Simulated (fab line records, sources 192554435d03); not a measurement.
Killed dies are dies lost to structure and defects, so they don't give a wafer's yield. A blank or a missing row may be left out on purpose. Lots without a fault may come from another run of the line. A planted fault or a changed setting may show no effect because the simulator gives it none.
Chamber matching | flow n5_finfet | N5_BEOL_M9_ETCH_66 on rie_diel-03: 4 sister chambers
The step etches SOC in N2/H2, target depth 80 nm, overetch 16 nm, time 120 s. 8 wafers are shown with their chamber, then 7 later ones without.

WAFERS WITH THEIR CHAMBER
wafer  | chamber | drypump_motor_current_A (A) | showerhead_plenum_p_Torr (Torr)
L082.4 | 2       | 5.74                        | 2.68
L087.1 | 0       | 5.61                        | 2.59
L087.5 | 0       | 5.62                        | 2.59
L088.1 | 1       | 6.31                        | 2.63
L088.3 | 3       | 5.45                        | 2.46
L088.6 | 3       | 5.46                        | 2.46
L091.2 | 1       | 6.37                        | 2.62
L091.4 | 2       | 5.72                        | 2.67

WAFERS WITHOUT THEIR CHAMBER
wafer  | drypump_motor_current_A (A) | showerhead_plenum_p_Torr (Torr)
L091.5 | 5.46                        | 2.45
L097.2 | 5.45                        | 2.45
L097.3 | 6.30                        | 2.62
L097.5 | 6.35                        | 2.62
L095.2 | 6.37                        | 2.62
L095.3 | 5.73                        | 2.67
L095.5 | 5.46                        | 2.45

WHICH CHAMBER EACH WENT THROUGH
wafer  | from the rows above | in truth
L091.5 | 3                   | 3
L097.2 | 3                   | 3
L097.3 | 1                   | 1
L097.5 | 1                   | 1
L095.2 | 1                   | 1
L095.3 | 2                   | 2
L095.5 | 3                   | 3
Placed correctly: 7 of 7. Can't be placed from these rows: 0. Placed wrongly: 0.
How it was worked out, from the rows above alone: a wafer's distance from a chamber is the root of the sum, over the readings, of the square of ((its reading less the chamber's mean) divided by the reading's scatter). The wafer belongs to the nearest chamber; if the next one is less than 2 further off, it can't be placed. A chamber's mean is the mean of its shown wafers. The scatter: the root of (the sum of the squares of (reading less its chamber's mean) over the shown wafers, divided by (wafers less chambers)).
